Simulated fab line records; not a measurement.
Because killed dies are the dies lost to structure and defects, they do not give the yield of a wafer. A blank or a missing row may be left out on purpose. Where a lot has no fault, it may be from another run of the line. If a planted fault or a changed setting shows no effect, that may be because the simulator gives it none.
The tool behind it: which one? ; flow n5-finfet ; route of 1938 steps, sampled at 1 step: 6 lots, 18 wafers

== WHAT THE GAUGES READ, wafer by wafer ==
N5_BEOL_M13_CD_MEAS_28: the cd target is 209.5 nm.
lot;measured;on;cd-nm (nm)
L180;day 11 02:34;cd-sem-03;208.6 209.5 207.4
L181;day 11 10:47;cd-sem-01;209.1 208.3 209.7
L185;day 12 04:20;cd-sem-01;211.2 209.8 212.3
L186;day 12 12:41;cd-sem-02;210.3 208.3 208.6
L194;day 15 06:59;cd-sem-02;209.7 210.3 212.2
L201;day 16 11:50;cd-sem-03;210.2 209.7 210.2

== EACH LOT AND THE TOOL THAT RAN IT (in order: tool; ch and the chambers of the sampled wafers; start) ==
No process step before these readings appears in the record.

== THE ANSWER, worked out from the rows above alone ==
Rule: the lots themselves supply what counts as usual. The widest of any qualifying gaps counts: lots, ordered by their means at a reading, are off when they make up no more than a third of the lots, leave a main group of 4 or more, and stand apart from it by 3 or more times the standard deviation of that group's means. Not used: any main group whose means are identical at the precision the tables above print for the reading. A lot without any number at a reading at which 4 lots or more have one is off too. Any other lot the step has rows for is counted as sound.
Nothing can be told from this: no lot is off at any reading shown.

== WHAT HAD BEEN PUT IN BY THE SIMULATOR ==
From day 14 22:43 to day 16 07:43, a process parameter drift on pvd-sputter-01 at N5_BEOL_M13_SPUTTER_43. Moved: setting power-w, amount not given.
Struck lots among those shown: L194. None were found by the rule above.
